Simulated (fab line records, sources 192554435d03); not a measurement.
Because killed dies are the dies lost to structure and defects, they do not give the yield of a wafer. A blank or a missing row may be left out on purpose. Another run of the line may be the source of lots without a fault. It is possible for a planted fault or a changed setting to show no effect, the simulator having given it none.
Chamber matching | flow n5Finfet | 3 sister chambers for N5_BEOL_M12_DEP_53 on pecvd-04
The step deposits SiCN from 3MS/NH3, target thk 30 nm, time 10.5 s. 6 wafers are shown with their chamber, then 12 later ones without.

## WAFERS, EACH WITH ITS CHAMBER
wafer  | chamber | showerheadVppV (V) | showerheadPlenumPTorr (Torr)
L086.1 | 2       | 1568               | 4.188
L088.2 | 1       | 1580               | 4.129
L088.6 | 0       | 1685               | 4.144
L091.1 | 2       | 1547               | 4.173
L091.2 | 1       | 1597               | 4.123
L091.3 | 0       | 1675               | 4.165

## WAFERS MISSING THEIR CHAMBER
wafer  | showerheadVppV (V) | showerheadPlenumPTorr (Torr)
L089.1 | 1590               | 4.164
L089.2 | 1609               | 4.123
L089.4 | 1702               | 4.161
L093.2 | 1717               | 4.153
L093.3 | 1615               | 4.139
L093.4 | 1641               | 4.126
L094.4 | 1578               | 4.137
L094.5 | 1570               | 4.179
L094.6 | 1696               | 4.158
L097.2 | 1665               | 4.160
L097.3 | 1670               | 4.145
L097.4 | 1628               | 4.126

## THE CHAMBER EACH PASSED THROUGH
wafer  | from the rows above     | in truth
L089.1 | can't be placed: 2 or 1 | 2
L089.2 | 1                       | 1
L089.4 | 0                       | 0
L093.2 | 0                       | 0
L093.3 | 1                       | 1
L093.4 | can't be placed: 0 or 1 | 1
L094.4 | 1                       | 1
L094.5 | 2                       | 2
L094.6 | 0                       | 0
L097.2 | 0                       | 0
L097.3 | 0                       | 0
L097.4 | can't be placed: 1 or 0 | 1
9 of 12 placed correctly. Not placeable from these rows: 3 (in 3, the candidates include the true chamber). Number placed wrongly: 0.
How it was worked out, from the rows above alone: a wafer's distance from a chamber is the root of the sum, over the readings, of the square of ((its reading less the chamber's mean) divided by the reading's scatter). The wafer belongs to the nearest chamber; if the next one is less than 2 further off, it can't be placed. A chamber's mean is the mean of its shown wafers. How the scatter is found: for the shown wafers, subtract from each reading the mean of its chamber, square and add these, divide the total by (wafers less chambers), then take the root.
